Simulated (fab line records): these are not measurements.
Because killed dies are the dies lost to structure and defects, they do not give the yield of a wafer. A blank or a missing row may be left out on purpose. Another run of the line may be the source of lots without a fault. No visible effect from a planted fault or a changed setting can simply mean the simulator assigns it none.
Matching of chambers || flow n5_finfet || rie_diel-06 running N5_BEOL_M1_ETCH_69: 4 sister chambers
The step etches SiARC in CF4, target depth 15.6 nm, time 26 s. 4 wafers are shown with their chamber, then 7 later ones without.

WAFERS PAIRED WITH THEIR CHAMBERS
{"wafer": "L086.1", "chamber": 3, "drypump_motor_current_A (A)": 6.7}
{"wafer": "L086.3", "chamber": 1, "drypump_motor_current_A (A)": 6.0}
{"wafer": "L089.1", "chamber": 0, "drypump_motor_current_A (A)": 6.0}
{"wafer": "L089.3", "chamber": 2, "drypump_motor_current_A (A)": 5.6}

WAFERS WITH NO CHAMBER GIVEN
{"wafer": "L089.6", "drypump_motor_current_A (A)": 6.7}
{"wafer": "L091.1", "drypump_motor_current_A (A)": 6.6}
{"wafer": "L091.3", "drypump_motor_current_A (A)": 6.0}
{"wafer": "L091.4", "drypump_motor_current_A (A)": 6.0}
{"wafer": "L096.1", "drypump_motor_current_A (A)": 6.0}
{"wafer": "L096.2", "drypump_motor_current_A (A)": 6.7}
{"wafer": "L096.6", "drypump_motor_current_A (A)": 6.0}

WHICH CHAMBER EACH WENT THROUGH
{"wafer": "L089.6", "from the rows above": 3, "in truth": 3}
{"wafer": "L091.1", "from the rows above": 3, "in truth": 3}
{"wafer": "L091.3", "from the rows above": "can't be placed: 0 or 1", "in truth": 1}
{"wafer": "L091.4", "from the rows above": "can't be placed: 0 or 1", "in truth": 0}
{"wafer": "L096.1", "from the rows above": "can't be placed: 0 or 1", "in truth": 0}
{"wafer": "L096.2", "from the rows above": 3, "in truth": 3}
{"wafer": "L096.6", "from the rows above": "can't be placed: 0 or 1", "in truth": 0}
Placed correctly: 3 of 7. These rows do not allow placing 4 (true chamber among the candidates in 4). 0 placed wrongly.
How it was worked out, from the rows above alone: a wafer's distance from a chamber is the root of the sum, over the readings, of the square of ((its reading less the chamber's mean) divided by the reading's scatter). The wafer belongs to the nearest chamber; if the next one is less than 2 further off, it can't be placed. Each chamber's mean is taken over the wafers shown for it. The scatter: with one shown wafer a chamber, the root of the mean of the squares of how far each hidden wafer lies from its nearest shown one.
